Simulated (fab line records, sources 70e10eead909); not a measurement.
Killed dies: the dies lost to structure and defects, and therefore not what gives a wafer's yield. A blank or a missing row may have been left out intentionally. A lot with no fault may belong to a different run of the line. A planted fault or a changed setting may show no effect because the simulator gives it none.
Chamber matching + flow nand-harc + rie-si-06 running NHARC_P_GATE_ETCH_32: 4 sister chambers
The step etches the open film in HBr/Cl2, target depth 150 nm, time 100.1 s. 27 wafers are shown with their chamber, then 12 later ones without.

== WAFERS, EACH WITH ITS CHAMBER ==
| wafer  | chamber | drypump-motor-current-A (A) | oes-product-au (a.u.) | throttle-valve-pct (%) |
|--------|---------|-----------------------------|-----------------------|------------------------|
| L075.3 | 1       | 5.4                         | 0.992                 | 26.414                 |
| L075.4 | 2       | 5.6                         | 1.011                 | 26.408                 |
| L075.6 | 1       | 5.4                         | 0.993                 | 26.406                 |
| L075.1 | 0       | 4.8                         | 1.018                 | 26.395                 |
| L075.2 | 3       | 5.1                         | 0.993                 | 26.414                 |
| L075.5 | 2       | 5.6                         | 1.017                 | 26.411                 |
| L077.1 | 1       | 5.4                         | 0.983                 | 26.390                 |
| L077.2 | 0       | 4.8                         | 1.017                 | 26.402                 |
| L077.3 | 3       | 5.1                         | 0.991                 | 26.403                 |
| L079.3 | 2       | 5.6                         | 1.025                 | 26.409                 |
| L079.5 | 1       | 5.4                         | 0.986                 | 26.403                 |
| L079.6 | 2       | 5.6                         | 1.024                 | 26.395                 |
| L081.2 | 3       | 5.2                         | 0.993                 | 26.410                 |
| L081.4 | 0       | 4.8                         | 1.008                 | 26.418                 |
| L081.5 | 3       | 5.2                         | 0.983                 | 26.418                 |
| L084.3 | 2       | 5.6                         | 1.021                 | 26.416                 |
| L084.5 | 0       | 4.9                         | 1.011                 | 26.395                 |
| L084.6 | 1       | 5.4                         | 0.981                 | 26.400                 |
| L085.1 | 3       | 5.2                         | 0.993                 | 26.408                 |
| L085.5 | 3       | 5.2                         | 1.001                 | 26.415                 |
| L085.6 | 2       | 5.7                         | 1.018                 | 26.414                 |
| L086.1 | 3       | 5.1                         | 1.004                 | 26.396                 |
| L086.5 | 2       | 5.6                         | 1.016                 | 26.398                 |
| L086.6 | 1       | 5.4                         | 0.994                 | 26.384                 |
| L089.3 | 1       | 5.4                         | 1.000                 | 26.405                 |
| L089.5 | 1       | 5.4                         | 0.994                 | 26.428                 |
| L089.6 | 2       | 5.7                         | 1.018                 | 26.419                 |

SIGNATURES (means of the wafers above)
| reading                 | chamber 0 | chamber 1 | chamber 2 | chamber 3 | scatter within a chamber |
|-------------------------|-----------|-----------|-----------|-----------|--------------------------|
| drypump-motor-current-A | 4.825     | 5.400     | 5.625     | 5.157     | 0.0415                   |
| oes-product-au          | 1.01350   | 0.99038   | 1.01875   | 0.99400   | 0.00584                  |
| throttle-valve-pct      | 26.40250  | 26.40375  | 26.40875  | 26.40914  | 0.0104                   |
Rule: a wafer's distance from a chamber is the root of the sum, over the readings, of the square of ((its reading less the chamber's mean) divided by the reading's scatter). The wafer belongs to the nearest chamber; if the next one is less than 2 further off, it can't be placed. The scatter: the root of (the sum of the squares of (reading less its chamber's mean) over the shown wafers, divided by (wafers less chambers)).

== WAFERS MISSING THEIR CHAMBER ==
| wafer  | drypump-motor-current-A (A) | oes-product-au (a.u.) | throttle-valve-pct (%) |
|--------|-----------------------------|-----------------------|------------------------|
| L091.3 | 4.8                         | 1.020                 | 26.401                 |
| L091.5 | 5.1                         | 0.989                 | 26.394                 |
| L091.6 | 5.6                         | 1.017                 | 26.411                 |
| L092.3 | 5.6                         | 1.039                 | 26.403                 |
| L092.5 | 5.6                         | 1.028                 | 26.403                 |
| L092.6 | 5.4                         | 1.003                 | 26.416                 |
| L093.1 | 4.8                         | 1.021                 | 26.398                 |
| L093.3 | 5.2                         | 1.000                 | 26.410                 |
| L093.6 | 5.2                         | 0.993                 | 26.404                 |
| L094.2 | 4.8                         | 1.017                 | 26.415                 |
| L094.4 | 5.7                         | 1.023                 | 26.408                 |
| L094.6 | 5.6                         | 1.024                 | 26.409                 |

== WHICH CHAMBER EACH ONE RAN IN ==
| wafer  | from the rows above | in truth |
|--------|---------------------|----------|
| L091.3 | 0                   | 0        |
| L091.5 | 3                   | 3        |
| L091.6 | 2                   | 2        |
| L092.3 | 2                   | 2        |
| L092.5 | 2                   | 2        |
| L092.6 | 1                   | 1        |
| L093.1 | 0                   | 0        |
| L093.3 | 3                   | 3        |
| L093.6 | 3                   | 3        |
| L094.2 | 0                   | 0        |
| L094.4 | 2                   | 2        |
| L094.6 | 2                   | 2        |
12 of 12 placed correctly. From these rows, 0 cannot be placed. Number placed wrongly: 0.
